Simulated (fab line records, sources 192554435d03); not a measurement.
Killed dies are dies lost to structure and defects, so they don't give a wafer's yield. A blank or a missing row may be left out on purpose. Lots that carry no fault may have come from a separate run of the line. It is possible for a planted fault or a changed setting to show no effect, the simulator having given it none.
The tool behind it: which one? | flow n5-finfet | 24 lots, 72 wafers sampled, at 3 steps of a route of 1938

## WHAT THE GAUGES SHOWED, per wafer
N5_BEOL_M2_INSPECT_59: inspects for defects (darkfield).
lot  | measured     | on                | raw-defect-count
L075 | day 7 05:20  | defect-inspect-01 | 68 56 73
L074 | day 7 06:50  | defect-inspect-01 | 74 31 49
L076 | day 7 12:44  | defect-inspect-01 | 53 53 36
L077 | day 7 22:52  | defect-inspect-02 | 80 88 67
L078 | day 8 01:04  | defect-inspect-01 | 76 38 56
L079 | day 8 07:28  | defect-inspect-01 | 56 58 53
L080 | day 8 14:31  | defect-inspect-02 | 44 69 56
L081 | day 9 01:39  | defect-inspect-02 | 61 117 84
L082 | day 9 05:04  | defect-inspect-02 | 70 37 78
L083 | day 9 09:31  | defect-inspect-02 | 74 80 77
L084 | day 9 13:45  | defect-inspect-02 | 26 79 81
L085 | day 9 15:58  | defect-inspect-02 | 51 53 53
L086 | day 10 08:47 | defect-inspect-02 | 33 38 57
L088 | day 10 08:53 | defect-inspect-02 | 68 104 82
L087 | day 10 10:38 | defect-inspect-02 | 70 61 60
L091 | day 10 20:58 | defect-inspect-02 | 82 47 64
L089 | day 10 21:13 | defect-inspect-02 | 89 78 91
L090 | day 10 22:44 | defect-inspect-02 | 44 48 56
L092 | day 11 07:44 | defect-inspect-02 | 42 60 45
L093 | day 11 14:28 | defect-inspect-02 | 79 63 83
L094 | day 11 16:38 | defect-inspect-02 | 63 75 30
L095 | day 12 08:17 | defect-inspect-01 | 76 52 52
L097 | day 12 21:30 | defect-inspect-02 | 68 73 61
L096 | day 13 00:48 | defect-inspect-02 | 78 79 79

N5_BEOL_M3_CD_MEAS_35: target cd 18 nm, target cd y 21 nm.
lot  | measured     | on        | cd-nm (nm)
L075 | day 7 21:05  | cd-sem-02 | 18.2 18.1 18.2
L074 | day 7 14:45  | cd-sem-01 | 18.2 18.1 18.1
L076 | day 7 20:56  | cd-sem-02 | 18.0 18.1 18.1
L077 | day 8 04:54  | cd-sem-01 | 18.3 18.3 18.0
L078 | day 8 06:58  | cd-sem-02 | 17.8 18.2 18.3
L079 | day 8 15:43  | cd-sem-02 | 18.1 17.5 18.4
L080 | day 8 21:57  | cd-sem-02 | 18.4 18.2 17.5
L081 | day 9 14:08  | cd-sem-03 | 18.7 18.4 18.6
L082 | day 9 14:43  | cd-sem-03 | 18.5 18.7 18.1
L083 | day 9 14:53  | cd-sem-02 | 17.9 18.1 17.7
L084 | day 9 21:22  | cd-sem-03 | 18.5 17.7 18.5
L085 | day 10 00:48 | cd-sem-02 | 18.1 17.6 18.1
L086 | day 10 14:07 | cd-sem-02 | 18.0 18.7 17.9
L088 | day 10 16:38 | cd-sem-02 | 18.3 18.7 19.0
L087 | day 10 21:53 | cd-sem-01 | 18.0 18.1 18.4
L091 | day 11 02:38 | cd-sem-02 | 17.8 18.1 17.5
L089 | day 11 07:05 | cd-sem-03 | 18.4 18.7 18.7
L090 | day 11 05:26 | cd-sem-01 | 18.1 18.0 17.8
L092 | day 11 15:29 | cd-sem-03 | 17.9 18.5 18.1
L093 | day 12 03:45 | cd-sem-01 | 17.2 17.9 17.7
L094 | day 12 11:19 | cd-sem-01 | 18.5 18.0 17.9
L095 | day 12 14:19 | cd-sem-03 | 18.0 18.1 17.8
L097 | day 13 00:23 | cd-sem-03 | 18.0 18.3 18.7
L096 | day 13 10:14 | cd-sem-03 | 17.8 18.0 18.4

## EACH LOT AND THE TOOL THAT RAN IT (in order: tool; ch and the chambers of the sampled wafers; start)
lot  | N5_BEOL_M3_PECVD_72
L075 | pecvd-01 ch 0,1, day 7 05:28
L074 | pecvd-01 ch 1,2, day 7 06:58
L076 | pecvd-03 ch 0,1, day 7 12:58
L077 | pecvd-02 ch 0,1,2, day 7 23:01
L078 | pecvd-01 ch 0,1, day 8 01:12
L079 | pecvd-03 ch 1, day 8 07:37
L080 | pecvd-02 ch 0,1,2, day 8 14:39
L081 | pecvd-02 ch 0,2, day 9 01:48
L082 | pecvd-02 ch 0,2, day 9 05:13
L083 | pecvd-03 ch 0,1,2, day 9 09:40
L084 | pecvd-02 ch 0,1, day 9 13:53
L085 | pecvd-01 ch 0,1,2, day 9 16:06
L086 | pecvd-01 ch 0,2, day 10 08:56
L088 | pecvd-03 ch 0,1, day 10 09:02
L087 | pecvd-01 ch 0,1,2, day 10 10:48
L091 | pecvd-01 ch 0,1, day 10 21:06
L089 | pecvd-03 ch 0,2, day 10 21:22
L090 | pecvd-03 ch 1,2, day 10 22:53
L092 | pecvd-02 ch 1,2, day 11 07:53
L093 | pecvd-02 ch 0,1,2, day 11 14:37
L094 | pecvd-02 ch 0,1, day 11 16:49
L095 | pecvd-02 ch 0,1, day 12 08:26
L097 | pecvd-01 ch 0,2, day 12 21:38
L096 | pecvd-02 ch 0,1,2, day 13 00:56
- N5_BEOL_M3_PECVD_72: deposits SiO2 from TEOS/O2, target thk 16 nm, time 18 s.

## AS READ BY THE TOOLS THEMSELVES (means over the sampled wafers that have a number; for cases with no such wafer, the mark the record gives instead)
N5_BEOL_M3_PECVD_72.
lot  | tool     | heater-power-w (W) | showerhead-plenum-p-Torr (Torr) | throttle-valve-pct (%)
L075 | pecvd-01 | 790                | 8.74                            | 23.0
L074 | pecvd-01 | 754                | 8.79                            | 21.9
L076 | pecvd-03 | 604                | 8.81                            | 23.2
L077 | pecvd-02 | 724                | 8.83                            | 22.6
L078 | pecvd-01 | 721                | 8.74                            | 22.4
L079 | pecvd-03 | 507                | 8.80                            | 23.2
L080 | pecvd-02 | 736                | 8.84                            | 22.7
L081 | pecvd-02 | 757                | 8.88                            | 21.8
L082 | pecvd-02 | 797                | 8.89                            | 22.3
L083 | pecvd-03 | 539                | 8.79                            | 22.9
L084 | pecvd-02 | 736                | 8.83                            | 22.3
L085 | pecvd-01 | 659                | 8.76                            | 22.3
L086 | pecvd-01 | 686                | 8.78                            | 22.9
L088 | pecvd-03 | 527                | 8.80                            | 23.9
L087 | pecvd-01 | 785                | 8.77                            | 22.5
L091 | pecvd-01 | 789                | 8.75                            | 22.6
L089 | pecvd-03 | 507                | 8.79                            | 23.3
L090 | pecvd-03 | 674                | 8.77                            | 22.0
L092 | pecvd-02 | 742                | 8.81                            | 21.8
L093 | pecvd-02 | 777                | 8.83                            | 22.0
L094 | pecvd-02 | 734                | 8.82                            | 22.1
L095 | pecvd-02 | 696                | 8.83                            | 22.2
L097 | pecvd-01 | 755                | 8.74                            | 23.3
L096 | pecvd-02 | 773                | 8.82                            | 22.1

## THE ANSWER, worked out from the rows above alone
Rule: the usual values come from the lots themselves. The widest of any qualifying gaps counts: lots, ordered by their means at a reading, are off when they make up no more than a third of the lots, leave a main group of 4 or more, and stand apart from it by 3 or more times the standard deviation of that group's means. A main group whose means are all the same, to the digits that the tables above print for the reading, isn't used. Also off: a lot with no number at a reading for which 4 or more lots have one. Where the step has rows for the other lots, those lots are counted as sound. Order of review: gauges by route order, followed by the tools' own readings, for which a lot's mean as printed above is used. The first step at which some lot is off is used, and at that step the reading that is off furthest; a lot without a number counts as furthest.
Nothing can be told from this: no lot is off at any reading shown.

## WHAT THE SIMULATOR HAD PUT IN
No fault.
